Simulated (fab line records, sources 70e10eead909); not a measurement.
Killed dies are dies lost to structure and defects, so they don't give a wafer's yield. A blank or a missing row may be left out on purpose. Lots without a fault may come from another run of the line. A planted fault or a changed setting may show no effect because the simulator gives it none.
fab line records | flow nand_harc
record lots=5 wafers=15 last_day=34
route steps=1302 shown A_CHANNEL_HOLE_D2@581 A_CHANNEL_FILL_D2@610 END@1302
lots that met no fault: from a run of the same line without faults
start_h: hours from the record's first day to the start of the lot's first wafer shown | wait_h: hours since the lot's step before | " the same as in the row above | L1.1+2: a row that stands for several wafers | - no value, or no start given | * or withheld: withheld | < > ~ a bound
route shown NAME@n: a module of which the file shows steps, and the number in the route of the first | usual: mean/standard deviation of fault-free wafers | same: alike in all rows | chamber/n: place in a boat | sites: the reading at each site | _std_site: their standard deviation | _edge_site: outer sites' mean less inner sites' | radius_mm: how far each site lies from the wafer's centre | mask NAME#n: copy n | behind: the tool/chamber that last shaped the wafer | hold: why the lot was held/for how many hours/how that ended | device: the transistor (n, p or np) that didn't switch | end of line: the same wafers' tests at the end of the route | a step without rows: its recipe alone | killed: dies lost to structure and defects at the first sort, not the wafer's yield | map: a wafer's dies, x killed, . not, _ none there
set.NAME: the setting as run; set.NAME@STEP: as run at that earlier step | model.NAME: the simulator's own value behind a step, which no gauge read
lots at some steps of the route; a table a step, a row a wafer
services: from which hour (start_h, from the record's first day; less than 0 if before it) a tool's chamber was out of use, for how many hours, and why
## steps
# step NHARC_A_CHANNEL_HOLE_D2_DEVELOP_09
# recipe develop_time_s=35 dev_temp_c=23
# step NHARC_A_CHANNEL_HOLE_D2_CD_MEAS_10
# recipe target_cd_nm=100 landing_energy_ev=500
# usual cd_nm=100.0/0.44
# columns lot.wafer tool chamber start_h wait_h cd_nm
L189.2 cd_sem-01 0 307.99 - 99.7
L189.3 " 0 " " 100.3
L189.5 " 0 " " 100.1
L191.3 cd_sem-03 0 314.18 - 100.2
L191.4 " 0 " " 100.1
L191.6 " 0 " " 100.3
L199.1 cd_sem-03 0 396.80 - 99.8
L199.4 " 0 " " 99.7
L199.5 " 0 " " 99.6
L201.3 cd_sem-01 0 404.40 - 100.2
L201.4 " 0 " " 99.9
L201.6 " 0 " " 100.7
L211.3 cd_sem-02 0 519.00 - 99.9
L211.4 " 0 " " 100.3
L211.5 " 0 " " 99.9
# step NHARC_A_CHANNEL_HOLE_D2_OVL_MEAS_11
# usual overlay_x_nm=0.0/0.97 overlay_y_nm=0.2/0.94
# columns lot.wafer tool chamber start_h wait_h overlay_x_nm overlay_y_nm
L189.2 overlay-01 - 308.07 - 1.5 -0.1
L189.3 " - " " 1.4 0.1
L189.5 " - " " 1.9 0.2
L191.3 overlay-01 - 314.27 - -0.2 -1.6
L191.4 " - " " -0.2 -2.1
L191.6 " - " " 0.9 -1.8
L199.1 overlay-01 - 396.88 - -1.0 0.8
L199.4 " - " " -1.6 1.0
L199.5 " - " " -1.3 0.7
L201.3 overlay-02 - 404.49 - 2.5 -0.1
L201.4 " - " " 2.3 0.5
L201.6 " - " " 2.6 0.4
L211.3 overlay-02 - 519.09 - 0.2 0.6
L211.4 " - " " -0.4 1.0
L211.5 " - " " 0.3 0.7
# step NHARC_A_CHANNEL_HOLE_D2_INSPECT_12
# usual raw_defect_count=33/21
# columns lot.wafer tool chamber start_h wait_h raw_defect_count
L189.2 defect_inspect-01 - 308.11 0.0 43
L189.3 " - " " 50
L189.5 " - " " 44
L191.3 defect_inspect-01 - 314.30 0.0 5
L191.4 " - " " 5
L191.6 " - " " 11
L199.1 defect_inspect-01 - 396.92 0.0 59
L199.4 " - " " 49
L199.5 " - " " 60
L201.3 defect_inspect-01 - 404.52 0.0 60
L201.4 " - " " 53
L201.6 " - " " 50
L211.3 defect_inspect-02 - 519.12 0.0 28
L211.4 " - " " 20
L211.5 " - " " 24
# step NHARC_A_CHANNEL_HOLE_D2_DESCUM_15
# recipe time_s=3 o2_flow_sccm=200 ar_flow_sccm=0 bias_power_w=0 chemistry=O2
# step NHARC_A_CHANNEL_HOLE_D2_ETCH_38
# recipe target_depth_a=390 over_etch_frac=0.3 time_s=65 ion_energy_ev=80 cf4_flow_sccm=150 ar_flow_sccm=0 rf_w=300 bias_w=100 chemistry=CF4
# step NHARC_A_CHANNEL_HOLE_D2_ETCH_39
# recipe target_depth_a=2600 over_etch_frac=0.3 time_s=325 ion_energy_ev=200 n2_flow_sccm=150 h2_flow_sccm=150 ar_flow_sccm=0 rf_w=400 bias_w=150 chemistry=N2/H2
# step NHARC_A_CHANNEL_HOLE_D2_ETCH_34
# recipe target_depth_a=1540 time_s=77 cf4_flow_sccm=100 chf3_flow_sccm=30 ar_flow_sccm=0 rf_w=500 bias_w=200 chemistry=CF4/CHF3
# step NHARC_A_CHANNEL_HOLE_D2_ETCH_16
# recipe target_depth_a=31000 over_etch_frac=0.3 time_s=806 ion_energy_ev=150 o2_flow_sccm=400 cos_flow_sccm=20 ar_flow_sccm=0 rf_w=500 bias_w=300 chemistry=O2/COS
# usual drypump_motor_current_A=5.6/0.4 oes_product_au=1.003/0.011 rf_vpp_V=314.6/2.3 showerhead_plenum_p_Torr=3.15/0.14 throttle_valve_pct=28.329/0.0085
# columns lot.wafer tool chamber start_h wait_h drypump_motor_current_A oes_product_au rf_hours_counter_h rf_vpp_V showerhead_plenum_p_Torr throttle_valve_pct
L189.3 rie_diel-08 2 - - 5.1 1.006 5.4 314.4 3.15 28.317
L189.2 " 3 " " 5.5 0.993 5.4 318.2 3.35 28.342
L189.5 " 0 " " 5.7 1.017 - 312.2 2.99 28.325
L191.3 rie_diel-12 0 - - 5.9 1.001 1.1 315.2 3.30 28.351
L191.4 " 2 " " 5.9 1.001 1.2 310.8 2.93 28.323
L191.6 " 0 " " 5.9 0.996 - 315.6 3.30 28.326
L199.4 rie_diel-06 2 - - 5.5 1.013 3.4 309.5 2.92 28.323
L199.1 " 0 " " 5.5 1.013 3.3 314.7 3.19 28.316
L199.5 " 2 " " 5.5 1.001 - 312.2 2.93 28.324
L201.3 rie_diel-12 2 - - 5.9 1.027 7.2 312.1 2.93 28.338
L201.6 " 2 " " 5.9 1.027 - 312.3 2.93 28.329
L201.4 " 0 " " 5.9 0.993 - 316.8 3.30 28.326
L211.4 rie_diel-12 3 - - 6.5 0.998 4.6 315.8 3.28 28.328
L211.3 " 2 " " 5.9 1.021 3.9 311.1 2.93 28.319
L211.5 " 0 " " 5.9 1.009 - 316.7 3.30 28.314
# step NHARC_A_CHANNEL_HOLE_D2_CD_MEAS_18
# usual cd_nm=99.3/2.2
# columns lot.wafer tool chamber start_h wait_h cd_nm
L189.2 cd_sem-01 - 309.29 - 101.0
L189.3 " - " " 102.9
L189.5 " - " " 101.2
L191.3 cd_sem-03 - 315.69 - 98.2
L191.4 " - " " 95.8
L191.6 " - " " 98.3
L199.1 cd_sem-01 - 398.08 - 101.4
L199.4 " - " " 98.3
L199.5 " - " " 99.0
L201.3 cd_sem-02 - 405.90 - 97.4
L201.4 " - " " 101.1
L201.6 " - " " 95.5
L211.3 cd_sem-02 - 520.30 - 99.0
L211.4 " - " " 100.6
L211.5 " - " " 99.8
# step NHARC_A_CHANNEL_HOLE_D2_ETCH_19
# recipe bias_v=1200 source_w=2500 pressure_mtorr=15 time_s=34.5 ar_flow_sccm=375 c4f8_flow_sccm=28.8 o2_flow_sccm=96.2 temp_c=-20 target_depth_a=* chemistry=C4F8/O2/Ar
# step NHARC_A_CHANNEL_HOLE_D2_ETCH_20
# recipe bias_v=3000 source_w=withheld pressure_mtorr=20 time_s=361.9 ar_flow_sccm=375 c4f8_flow_sccm=89.3 o2_flow_sccm=35.7 temp_c=-20 target_depth_a=16000 chemistry=C4F8/O2/Ar
# usual drypump_motor_current_A=5.74/0.15 showerhead_plenum_p_Torr=3.65/0.15 throttle_valve_pct=32.154/0.0099
# columns lot.wafer tool chamber start_h wait_h drypump_motor_current_A rf_hours_counter_h showerhead_plenum_p_Torr throttle_valve_pct
L189.2 har_etch-01 0 309.93 0.1 5.60 161 3.52 32.150
L189.3 " 1 " " 5.60 - 3.63 32.161
L189.5 " 0 " " 5.59 - 3.52 32.143
L191.3 har_etch-02 0 315.97 0.2 5.76 - 3.47 32.146
L191.4 " 1 " " 5.95 - 3.72 32.157
L191.6 " 1 " " 5.95 - 3.72 32.160
L199.1 har_etch-01 1 402.23 0.1 5.59 218 3.60 32.150
L199.4 " 1 " " 5.61 - 3.60 32.170
L199.5 " 0 " " 5.59 - 3.49 32.159
L201.4 har_etch-02 0 409.54 0.2 5.81 - 3.93 32.170
L201.3 " 1 " " 5.97 - 3.69 32.152
L201.6 " 1 " " 5.96 - 3.69 32.160
L211.3 har_etch-01 0 521.33 0.2 5.58 - 3.45 32.165
L211.4 " 1 " " 5.59 - 3.56 32.161
L211.5 " 1 " " 5.58 - 3.56 32.138
# step NHARC_A_CHANNEL_HOLE_D2_ETCH_21
# recipe bias_v=3000 source_w=withheld pressure_mtorr=20 time_s=514.3 ar_flow_sccm=375 c4f8_flow_sccm=89.3 o2_flow_sccm=35.7 temp_c=-20 target_depth_a=16000 chemistry=C4F8/O2/Ar
# usual drypump_motor_current_A=5.74/0.15 showerhead_plenum_p_Torr=3.65/0.15 throttle_valve_pct=32.155/0.0089
# columns lot.wafer tool chamber start_h wait_h drypump_motor_current_A rf_hours_counter_h showerhead_plenum_p_Torr throttle_valve_pct
L189.2 har_etch-01 0 310.27 0.3 5.59 161 3.52 32.130
L189.3 " 1 " " 5.59 - 3.63 32.155
L189.5 " 0 " " 5.58 - 3.52 32.148
L191.3 har_etch-02 0 316.32 0.3 5.78 - 3.47 32.150
L191.4 " 1 " " 5.97 - 3.72 32.154
L191.6 " 1 " " 5.98 - 3.72 32.150
L199.1 har_etch-01 1 402.57 0.3 5.60 218 3.60 32.147
L199.4 " 1 " " 5.61 - 3.60 32.158
L199.5 " 0 " " 5.58 - 3.49 32.153
L201.4 har_etch-02 0 409.89 0.3 5.80 - 3.93 32.178
L201.3 " 1 " " 5.95 - 3.69 32.155
L201.6 " 1 " " 5.97 - 3.69 32.161
L211.3 har_etch-01 0 521.69 0.3 5.58 - 3.45 32.153
L211.4 " 1 " " 5.60 - 3.56 32.149
L211.5 " 1 " " 5.60 - 3.56 32.163
# step NHARC_A_CHANNEL_HOLE_D2_ETCH_22
# recipe bias_v=3000 source_w=withheld pressure_mtorr=20 time_s=666.7 ar_flow_sccm=375 c4f8_flow_sccm=89.3 o2_flow_sccm=35.7 temp_c=-20 target_depth_a=16000 chemistry=C4F8/O2/Ar
# step NHARC_A_CHANNEL_HOLE_D2_ETCH_23
# recipe bias_v=5000 source_w=withheld pressure_mtorr=20 time_s=819 ar_flow_sccm=375 c4f8_flow_sccm=89.3 o2_flow_sccm=35.7 temp_c=-20 target_depth_a=16000 chemistry=C4F8/O2/Ar
# step NHARC_A_CHANNEL_HOLE_D2_ETCH_24
# recipe bias_v=5000 source_w=withheld pressure_mtorr=20 time_s=906.2 ar_flow_sccm=375 c4f8_flow_sccm=93.8 o2_flow_sccm=31.2 temp_c=-20 target_depth_a=15000 chemistry=C4F8/O2/Ar
# step NHARC_A_CHANNEL_HOLE_D2_ETCH_25
# recipe bias_v=5000 source_w=withheld pressure_mtorr=20 time_s=1040.2 ar_flow_sccm=375 c4f8_flow_sccm=93.8 o2_flow_sccm=31.2 temp_c=-20 target_depth_a=15000 chemistry=C4F8/O2/Ar
# step NHARC_A_CHANNEL_HOLE_D2_ETCH_26
# recipe bias_v=300 source_w=2000 pressure_mtorr=30 time_s=224.1 ar_flow_sccm=375 c4f8_flow_sccm=11.4 o2_flow_sccm=113.6 temp_c=-20 target_depth_a=3000 chemistry=C4F8/O2/Ar
# usual drypump_motor_current_A=5.74/0.15 showerhead_plenum_p_Torr=3.69/0.16 throttle_valve_pct=24.583/0.0086
# columns lot.wafer tool chamber start_h wait_h drypump_motor_current_A rf_hours_counter_h showerhead_plenum_p_Torr throttle_valve_pct
L189.2 har_etch-01 0 313.55 0.6 5.58 164 3.55 24.590
L189.3 " 1 " " 5.60 - 3.67 24.590
L189.5 " 0 " " 5.57 - 3.55 24.588
L191.3 har_etch-02 0 319.60 0.5 5.78 - 3.51 24.581
L191.4 " 1 " " 5.94 - 3.77 24.584
L191.6 " 1 " " 5.93 - 3.77 24.575
L199.1 har_etch-01 1 405.87 0.6 5.59 221 3.64 24.560
L199.4 " 1 " " 5.60 - 3.64 24.578
L199.5 " 0 " " 5.58 - 3.52 24.592
L201.4 har_etch-02 0 413.15 0.5 5.77 - 3.98 24.581
L201.3 " 1 " " 5.95 - 3.74 24.595
L201.6 " 1 " " 5.98 - 3.74 24.581
L211.3 har_etch-01 0 524.95 0.5 5.58 - 3.48 24.578
L211.4 " 1 " " 5.61 - 3.60 24.588
L211.5 " 1 " " 5.59 - 3.60 24.587
# step NHARC_A_CHANNEL_HOLE_D2_ETCH_27
# recipe bias_v=400 source_w=2000 pressure_mtorr=25 time_s=90 ar_flow_sccm=375 c4f8_flow_sccm=41.7 o2_flow_sccm=83.3 temp_c=-20 target_depth_a=4000 chemistry=C4F8/O2/Ar
# usual drypump_motor_current_A=5.74/0.15 showerhead_plenum_p_Torr=3.68/0.16 throttle_valve_pct=27.619/0.0096
# columns lot.wafer tool chamber start_h wait_h drypump_motor_current_A rf_hours_counter_h showerhead_plenum_p_Torr throttle_valve_pct
L189.2 har_etch-01 0 313.74 0.2 5.59 164 3.55 27.608
L189.3 " 1 " " 5.61 - 3.67 27.603
L189.5 " 0 " " 5.59 - 3.55 27.619
L191.3 har_etch-02 0 319.79 0.2 5.80 - 3.50 27.622
L191.4 " 1 " " 5.96 - 3.76 27.611
L191.6 " 1 " " 5.95 - 3.76 27.633
L199.1 har_etch-01 1 406.06 0.2 5.58 221 3.64 27.621
L199.4 " 1 " " 5.63 - 3.63 27.630
L199.5 " 0 " " 5.58 - 3.52 27.629
L201.4 har_etch-02 0 413.35 0.2 5.76 - 3.97 27.616
L201.3 " 1 " " 5.96 - 3.73 27.618
L201.6 " 1 " " 5.97 - 3.73 27.623
L211.3 har_etch-01 0 525.15 0.2 5.58 - 3.48 27.619
L211.4 " 1 " " 5.59 - 3.60 27.620
L211.5 " 1 " " 5.60 - 3.60 27.622
# step NHARC_A_CHANNEL_HOLE_D2_STRIP_41
# recipe n2_flow_sccm=150 h2_flow_sccm=150 ar_flow_sccm=0 bias_w=0 chemistry=N2/H2
# step NHARC_A_CHANNEL_HOLE_D2_STRIP_42
# recipe cf4_flow_sccm=100 chf3_flow_sccm=30 ar_flow_sccm=0 bias_w=0 chemistry=CF4/CHF3
# step NHARC_A_CHANNEL_HOLE_D2_STRIP_43
# recipe o2_flow_sccm=400 cos_flow_sccm=20 ar_flow_sccm=0 bias_w=0 chemistry=O2/COS
# step NHARC_A_CHANNEL_HOLE_D2_ETCH_44
# recipe target_depth_a=1400 overetch_a=140 time_s=77 ion_energy_ev=100 cf4_flow_sccm=80 o2_flow_sccm=20 ar_flow_sccm=0 rf_w=300 bias_w=100 chemistry=CF4/O2
# step NHARC_A_CHANNEL_HOLE_D2_STRIP_28
# recipe o2_flow_sccm=500 ar_flow_sccm=0 bias_w=0 chemistry=O2
# step NHARC_A_CHANNEL_HOLE_D2_PRECLEAN_29
# recipe time_s=* temp_c=50 bath_age_min=0 chemistry=SC1
# step NHARC_A_CHANNEL_HOLE_D2_SRD_30
# step NHARC_A_CHANNEL_HOLE_D2_CD_MEAS_31
# usual cd_nm=89.9/1.1
# columns lot.wafer tool chamber start_h wait_h cd_nm
L189.2 cd_sem-02 - 315.38 - 88.7
L189.3 " - " " 91.5
L189.5 " - " " 90.3
L191.3 cd_sem-02 - 321.28 - 89.6
L191.4 " - " " 90.4
L191.6 " - " " 92.9
L199.1 cd_sem-01 - 407.57 - 89.1
L199.4 " - " " 90.5
L199.5 " - " " 89.2
L201.3 cd_sem-01 - 414.83 - 90.4
L201.4 " - " " 89.1
L201.6 " - " " 89.9
L211.3 cd_sem-02 - 526.72 - 88.6
L211.4 " - " " 91.2
L211.5 " - " " 89.2
# step NHARC_A_CHANNEL_HOLE_D2_XSEM_32
# recipe landing_energy_ev=35000
# usual bot_cd_nm=74.5/1.1 bow_nm=8.7/0.44 tilt_deg=0.08/0.041
# columns lot.wafer tool chamber start_h wait_h bot_cd_nm bow_nm tilt_deg
L189.2 xsem-01 0 315.46 0.1 73.6 8.2 0.08
L189.3 " 0 " " 76.5 8.3 0.07
L189.5 " 0 " " 75.5 8.2 0.08
L191.3 xsem-02 0 321.37 0.1 73.6 9.0 0.09
L191.4 " 0 " " 75.9 9.0 0.09
L191.6 " 0 " " 77.0 8.9 0.09
L199.1 xsem-02 0 407.67 0.1 73.7 8.5 0.10
L199.4 " 0 " " 74.8 8.5 0.10
L199.5 " 0 " " 73.2 8.6 0.10
L201.3 xsem-01 0 414.92 0.1 74.2 8.6 0.09
L201.4 " 0 " " 73.3 8.6 0.09
L201.6 " 0 " " 73.8 8.6 0.09
L211.3 xsem-01 0 526.81 0.1 74.4 8.8 0.11
L211.4 " 0 " " 76.2 8.8 0.11
L211.5 " 0 " " 74.8 8.8 0.11
# step NHARC_A_CHANNEL_HOLE_D2_INSPECT_40
# usual raw_defect_count=281/100
# columns lot.wafer tool chamber start_h wait_h raw_defect_count
L189.2 defect_inspect-02 - 315.56 - 290
L189.3 " - " " 258
L189.5 " - " " 187
L191.3 defect_inspect-02 - 321.47 - 333
L191.4 " - " " 380
L191.6 " - " " 240
L199.1 defect_inspect-01 - 407.76 - 300
L199.4 " - " " 227
L199.5 " - " " 264
L201.3 defect_inspect-02 - 415.01 - 584
L201.4 " - " " 509
L201.6 " - " " 644
L211.3 defect_inspect-01 - 526.90 - 521
L211.4 " - " " 754
L211.5 " - " " 577
# step NHARC_A_CHANNEL_FILL_D2_PRECLEAN_00
# recipe time_s=* temp_c=50 bath_age_min=0 chemistry=SC1
# step NHARC_END_SORT_01
# recipe temp_c=25
# usual killed_at_array=57/18 killed_at_other=0.8/1 killed_at_periphery=3.9/2.8 killed_dies=62/18 killed_open=3.4/1.8 killed_short=2.2/1.6
# same gross_dies=677
# columns lot.wafer tool chamber start_h wait_h killed_at_array killed_at_other killed_at_periphery killed_dies killed_open killed_short
L199.1 prober-01 0 669.11 2.5 67 1 0 68 2 1
L199.4 prober-01 0 671.51 3.4 64 1 2 67 3 2
L199.5 prober-01 0 672.31 3.7 54 1 0 55 3 2
L201.3 prober-01 0 686.32 3.1 111 0 4 115 3 1
L201.4 prober-01 0 687.13 3.4 108 0 4 112 6 1
L201.6 prober-01 0 688.76 4.1 83 1 5 89 8 4
# killed by level:class
L199.1 A_CHANNEL_HOLE_D1:chamber_film_flake=37 A_CHANNEL_HOLE_D2:chamber_film_flake=15 A_CONTACT:chamber_film_flake=6 A_STAIRCASE:chamber_film_flake=2 A_SLIT:chamber_film_flake=2 A_CHANNEL_FILL_D2:geometric_particle:open=1 A_CHANNEL_FILL_D2:geometric_particle:short=1 A_SGD_CUT:geometric_particle:open=1
L199.4 A_CHANNEL_HOLE_D1:chamber_film_flake=33 A_CHANNEL_HOLE_D2:chamber_film_flake=17 A_WL_FILL:chamber_film_flake=3 A_CONTACT:chamber_film_flake=3 A_STAIRCASE:chamber_film_flake=2 P_CONTACT:geometric_particle:open=1 A_ONON_D1:geometric_particle:open=1 A_STAIRCASE:geometric_particle:short=1
L199.5 A_CHANNEL_HOLE_D1:chamber_film_flake=33 A_CHANNEL_HOLE_D2:chamber_film_flake=10 A_STAIRCASE:chamber_film_flake=3 A_WL_FILL:chamber_film_flake=2 A_CONTACT:chamber_film_flake=2 A_DECK1_JOINT:geometric_particle:short=1 A_ONON_D2:geometric_particle:open=1 A_WL_FILL:geometric_particle:short=1
L201.3 A_CHANNEL_HOLE_D2:unspecified=67 A_CHANNEL_HOLE_D1:chamber_film_flake=34 A_CONTACT:chamber_film_flake=8 P_STI:geometric_particle:short=1 P_GATE:geometric_particle:open=1 P_CONTACT:geometric_particle:open=1 A_CHANNEL_FILL_D2:geometric_particle:open=1 P_GATE:chamber_film_flake=1
L201.4 A_CHANNEL_HOLE_D2:unspecified=63 A_CHANNEL_HOLE_D1:chamber_film_flake=32 A_ONON_D1:geometric_particle:open=2 A_SLIT:chamber_film_flake=2 A_STAIRCASE:chamber_film_flake=2 A_WL_FILL:chamber_film_flake=2 A_CONTACT:chamber_film_flake=2 P_STI:geometric_particle:short=1
L201.6 A_CHANNEL_HOLE_D2:unspecified=58 A_CHANNEL_HOLE_D1:chamber_film_flake=8 A_CONTACT:chamber_film_flake=4 P_GATE:chamber_film_flake=3 A_CHANNEL_FILL_D1:geometric_particle:open=2 A_DECK1_JOINT:geometric_particle:short=2 A_BLC:geometric_particle:open=2 A_M0:geometric_particle:open=2
## services
# columns tool chamber start_h hours kind
rie_diel-06 2 294.14 7.0 repair
rie_diel-06 - 307.27 9.0 pm
rie_diel-08 0 342.49 1.4 repair
rie_diel-06 2 342.62 1.2 repair
rie_diel-06 3 347.65 2.1 repair
rie_diel-08 - 367.80 9.0 pm
rie_diel-06 - 373.74 0.8 repair
xsem-01 - 374.00 14.0 pm
har_etch-02 - 377.00 17.0 pm
har_etch-02 0 377.00 17.0 vent_cycle
har_etch-02 1 377.00 17.0 vent_cycle
rie_diel-12 0 383.72 7.1 repair
har_etch-02 0 394.00 - clean
har_etch-02 0 394.00 - consumable_replace:focus_ring
har_etch-02 0 394.00 - consumable_replace:showerhead
har_etch-02 1 394.00 - clean
har_etch-02 1 394.00 - consumable_replace:esc
rie_diel-12 1 402.89 3.6 repair
rie_diel-08 - 405.18 0.2 repair
har_etch-02 - 441.44 0.3 repair
rie_diel-12 - 445.40 9.0 pm
rie_diel-06 - 484.27 9.0 pm
rie_diel-12 - 504.33 0.7 repair
rie_diel-06 1 525.83 4.6 repair
## key
first_sign step=NHARC_A_CHANNEL_HOLE_D2_INSPECT_40 reading=raw_defect_count direction=up sigmas=2.9 usual=281 struck=579
effect step=NHARC_END_SORT_01 reading=killed_dies direction=up sigmas=2.4 usual=62 struck=105
more_kills_born_at NHARC_A_CHANNEL_HOLE_D2_ETCH_21@har_etch-02=167
met_at NHARC_A_CHANNEL_HOLE_D2_ETCH_21
struck_wafers L201.3,L201.4,L201.6
tester_left_out L201
onset_between 316.32 409.89
also_fits NHARC_A_CHANNEL_HOLE_D2_ETCH_20:har_etch-02,NHARC_A_CHANNEL_HOLE_D2_ETCH_26:har_etch-02,NHARC_A_CHANNEL_HOLE_D2_ETCH_27:har_etch-02
fault kind=chamber_particle_source tool=har_etch-02 chamber=- onset_h=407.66 steps=NHARC_A_CHANNEL_HOLE_D2_ETCH_21 rate_per_visit_cm2=0.45867 end_h=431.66
# tester_left_out: of these lots the tester's yield and bins aren't shown, on N5 and GAA mostly nor the transistor test; their killed dies are dies lost to structure and defects alone, not to doping, threshold or leakage, so they don't give the yield
